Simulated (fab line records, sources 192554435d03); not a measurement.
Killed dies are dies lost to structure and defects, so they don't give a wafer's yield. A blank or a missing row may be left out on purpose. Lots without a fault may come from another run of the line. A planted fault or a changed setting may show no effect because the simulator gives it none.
Split-lot experiment | flow n5_finfet | 7 lots, 39 wafers read, on a route of 1938 steps

THE SPLIT
At N5_HKMG_FIN_ETCH_58 (etches SOC in N2/H2, target depth 215.8 nm, time 741 s), the setting target_depth_a was moved away from the recipe's 2158 angstrom on 18 of the 39 wafers read, by -58.2% to +56.9%. The other wafers ran this setting at the recipe's value.

The reading is taken at the split's own step.

THE READING
etch.depth_nm (the simulator's own value, which no gauge read), in nm, at N5_HKMG_FIN_ETCH_58 (etches SOC in N2/H2, target depth 215.8 nm, time 741 s). The file gives no usual value for it. The 21 wafers here that ran the recipe average 214.07 nm, standard deviation 6 nm.

wafer  | tool, chamber at the split | target_depth_a as run, angstrom | against the recipe | etch.depth_nm, nm | against lot-mates on the recipe
L074.1 | rie_diel-02, 3             | 1104                            | -48.8%             | 110.2             | -105.17
L074.2 | rie_diel-02, 2             | 2158                            | recipe             | 206.5             | -
L074.3 | rie_diel-02, 0             | 2158                            | recipe             | 220.2             | -
L074.4 | rie_diel-02, 1             | 1104                            | -48.8%             | 105.4             | -109.97
L074.5 | rie_diel-02, 0             | 2158                            | recipe             | 219.4             | -
L074.6 | rie_diel-02, 1             | 1104                            | -48.8%             | 105.8             | -109.57
L075.1 | rie_diel-02, 1             | 1314                            | -39.1%             | 126.2             | -84.20
L075.2 | rie_diel-02, 0             | 2158                            | recipe             | 218.9             | -
L075.3 | rie_diel-02, 2             | 1314                            | -39.1%             | 125.6             | -84.80
L075.4 | rie_diel-02, 1             | 2158                            | recipe             | 207.4             | -
L075.5 | rie_diel-02, 0             | 1314                            | -39.1%             | 133.9             | -76.50
L075.6 | rie_diel-02, 2             | 2158                            | recipe             | 204.9             | -
L080.1 | rie_diel-01, 1             | 2158                            | recipe             | 226.2             | -
L080.2 | rie_diel-01, 0             | 3080                            | +42.7%             | 313.9             | +94.67
L080.3 | rie_diel-01, 2             | 3080                            | +42.7%             | 311.5             | +92.27
L080.4 | rie_diel-01, 3             | 2158                            | recipe             | 215               | -
L080.5 | rie_diel-01, 2             | 3080                            | +42.7%             | 312.1             | +92.87
L080.6 | rie_diel-01, 3             | 2158                            | recipe             | 216.5             | -
L085.1 | rie_diel-02, 3             | 902.6                           | -58.2%             | 91.94             | -123.03
L085.2 | rie_diel-02, 0             | 2158                            | recipe             | 218.4             | -
L085.3 | rie_diel-02, 2             | 2158                            | recipe             | 210               | -
L085.4 | rie_diel-02, 1             | 902.6                           | -58.2%             | 86.05             | -128.92
L085.5 | rie_diel-02, 0             | 2158                            | recipe             | 216.5             | -
L085.6 | rie_diel-02, 3             | 902.6                           | -58.2%             | 91.06             | -123.91
L089.1 | rie_diel-05, 0             | 2738                            | +26.9%             | 256.4             | +44.47
L089.2 | rie_diel-05, 2             | 2158                            | recipe             | 221.6             | -
L089.3 | rie_diel-05, 1             | 2158                            | recipe             | 208.3             | -
L089.4 | rie_diel-05, 3             | 2158                            | recipe             | 205.9             | -
L089.5 | rie_diel-05, 1             | 2738                            | +26.9%             | 266.3             | +54.37
L089.6 | rie_diel-05, 0             | 2738                            | +26.9%             | 256.2             | +44.27
L090.1 | rie_diel-05, 0             | 3385                            | +56.9%             | 316.7             | +104.93
L090.2 | rie_diel-05, 1             | 2158                            | recipe             | 208.7             | -
L090.3 | rie_diel-05, 2             | 3385                            | +56.9%             | 346               | +134.23
L090.4 | rie_diel-05, 3             | 2158                            | recipe             | 206.6             | -
L090.5 | rie_diel-05, 2             | 2158                            | recipe             | 220               | -
L090.6 | rie_diel-05, 3             | 3385                            | +56.9%             | 325.4             | +113.63
L093.2 | rie_diel-01, 3             | 2158                            | recipe             | 215.2             | -
L093.3 | rie_diel-01, 2             | 2158                            | recipe             | 214.8             | -
L093.6 | rie_diel-01, 2             | 2158                            | recipe             | 214.5             | -

THE FIT
A straight line over all 39 wafers: etch.depth_nm changes by +2.12 nm for each +1% of target_depth_a; r = +0.99; the points scatter about the line by 7.4 nm.
The same after taking each lot's own level away (the mean of its wafers on the recipe; 39 wafers): +2.12 nm for each +1%; r = +1.00; scatter 6.4 nm.
On that fit, the largest move of target_depth_a shifts the reading by 1.2e+02 nm.
The lots' own levels span 210.400 to 219.233 nm, that is 1.5 times the standard deviation above.
So the lot-to-lot level changes the slope little: the two slopes agree.
Check: with one of the wafers moved furthest among these (-58.2%) left out of the fit, the line predicts -125 nm for it against its lot-mates. It came out at -123 nm against them.

OTHER SPLITS ON THESE WAFERS
These wafers also went through other splits before the reading. Each is held against what the fit with the lots' levels taken away leaves over:
other split on the same wafers          | wafers away from the commonest value | r with etch.depth_nm (lot level and that fit taken away)
N5_ZERO_LAYER_DEVELOP_10 develop_time_s | 18                                   | -0.06
N5_FIN_SAQP_PECVD_06 time_s             | 9                                    | +0.03
N5_SD_EPI_N_DESCUM_14 time_s            | 15                                   | +0.20

THE WHOLE CHAIN: every reading that the file lists as answering this split, in the file's order
step                | what it does                                           | reading                                                                         | change (the file's fit)              | r (the file's)
N5_HKMG_FIN_ETCH_58 | etches SOC in N2/H2, target depth 215.8 nm, time 741 s | SOC_of_HKMG_FIN_COAT_41.thk_nm (the simulator's own value, which no gauge read) | -1.95 nm for each +1% of the setting | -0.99
N5_HKMG_FIN_ETCH_58 | etches SOC in N2/H2, target depth 215.8 nm, time 741 s | HKMG_FIN.feature_depth_nm (the simulator's own value, which no gauge read)      | +2.12 nm for each +1% of the setting | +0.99
N5_HKMG_FIN_ETCH_58 | etches SOC in N2/H2, target depth 215.8 nm, time 741 s | etch.depth_nm (the simulator's own value, which no gauge read)                  | +2.12 nm for each +1% of the setting | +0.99

THE FILE'S OWN FIT
etch.depth_nm changes by +2.12 nm for each +1% of target_depth_a, r = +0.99.
